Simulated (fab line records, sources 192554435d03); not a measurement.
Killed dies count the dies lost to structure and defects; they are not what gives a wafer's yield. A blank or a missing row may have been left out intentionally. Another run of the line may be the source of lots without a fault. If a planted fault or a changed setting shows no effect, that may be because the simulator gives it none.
Problem report, 8D (eight disciplines) form, completed by code	flow n5-finfet	the parts of the form that need people (team, actions taken, sign-off) are left out

1. PROBLEM STATEMENT
Wafers without a fault read 59.1 nm, standard deviation 1.3; thk-nm at N5_SD_EPI_N_EPI_MEAS_23 reads a mean of 68.2 nm on 6 wafers belonging to 2 lots. Relative to the usual mean, that is a shift of +7.0 standard deviations.
First seen on wafer L729.1, day 7 16:51, on film-metro-02. Wafers with a number at this step in the record: 24, from 8 lots. The rule behind "out" and "out of limits": a value lying over 4 standard deviations away from the usual mean. Any other wafer with a number is counted as sound.

2. WHAT IT IS AND WHAT IT IS NOT
question	is	is not
which readings at this step	thk-nm	-
which lots	L729, L730	L714, L717, L718, L720, L732, L734
which wafers of those lots	all that have a number	-
read on which gauges	film-metro-02	film-metro-01
when	from day 7 16:51	up to then (12 sound wafers); but 6 sound wafers of L732, L734 came after

3. WHAT RULES OUT EACH SUSPECT
Counting: a tool at any process step up to the reading remains a suspect when it ran all the lots that are out and ran no sound lot after the first of those.
- the gauge at N5_SD_EPI_N_EPI_MEAS_23: ruled out. All the wafers that are out were read on film-metro-02, but those of them that N5_SD_EPI_N_EPI_21 has rows for are out there too, on other tools.
- rie-diel-01 at N5_DUMMY_GATE_STRIP_48 (strips in N2/H2, time 20 s): ruled out as a lasting fault. The sound lots L732 went through it after L729, its earliest lot that is out (day 7 11:57).
- epi-rpcvd-01 at N5_SD_EPI_N_EPI_21 (deposits Si:P, time 690 s): kept. It ran every lot that is out, first L729 (day 7 15:08), and no sound lot after that; its last sound lot up to then is L720 (day 5 10:19). Its own chamber-pressure-Torr readings are out on those wafers.
Left after counting: epi-rpcvd-01 at N5_SD_EPI_N_EPI_21.

4. THE CAUSE (what the simulator had put in)
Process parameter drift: epi-rpcvd-01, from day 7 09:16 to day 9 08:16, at N5_SD_EPI_N_EPI_21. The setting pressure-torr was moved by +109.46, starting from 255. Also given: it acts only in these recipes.
After counting, this tool was the only one left.

5. THE EFFECT CHAIN, in route order
Each row: a reading whose mean over the struck wafers that have a number lies more than 3 standard deviations from the usual. Only readings whose record carries a usual standard deviation are examined. hours: median over the lots of the time between each lot's start at the first step of this table that gives one and its start at this step. sigmas: the change, counted in usual standard deviations.
hours	step	reading	usual	on struck wafers	change	sigmas
0	N5_SD_EPI_N_EPI_21	chamber-pressure-Torr	255.0 Torr	364.5	+109.5	+99 or more
2	N5_SD_EPI_N_EPI_MEAS_23	thk-nm	59.1 nm	68.2	+9.1	+7.0
7	N5_SD_ACTIVATION_RS_MEAS_03	RS_SD_N	21.8 ohm/sq	18.4	-3.4	-10
123	N5_BEOL_M4_RC_MEAS_101	RS_SD_N	28.3 ohm/sq	23.7	-4.6	-10
Its process steps:
- N5_SD_EPI_N_EPI_21: deposits Si:P, time 690 s.

6. WHAT WOULD HAVE CAUGHT IT SOONER
In this record the first reading out of limits at a measuring or inspecting step was taken at day 7 16:51, 8 hours after the fault began at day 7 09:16.
At N5_SD_EPI_N_EPI_21, the tool's own readings (chamber-pressure-Torr) were out on each struck wafer the step has a row for, so an alarm limit on them would have fired on the first such wafer.
Among the 2 lots that are out, L730 began N5_SD_EPI_N_EPI_21 on epi-rpcvd-01 after day 7 16:51. It would have been spared by a hold on the tool at that moment.
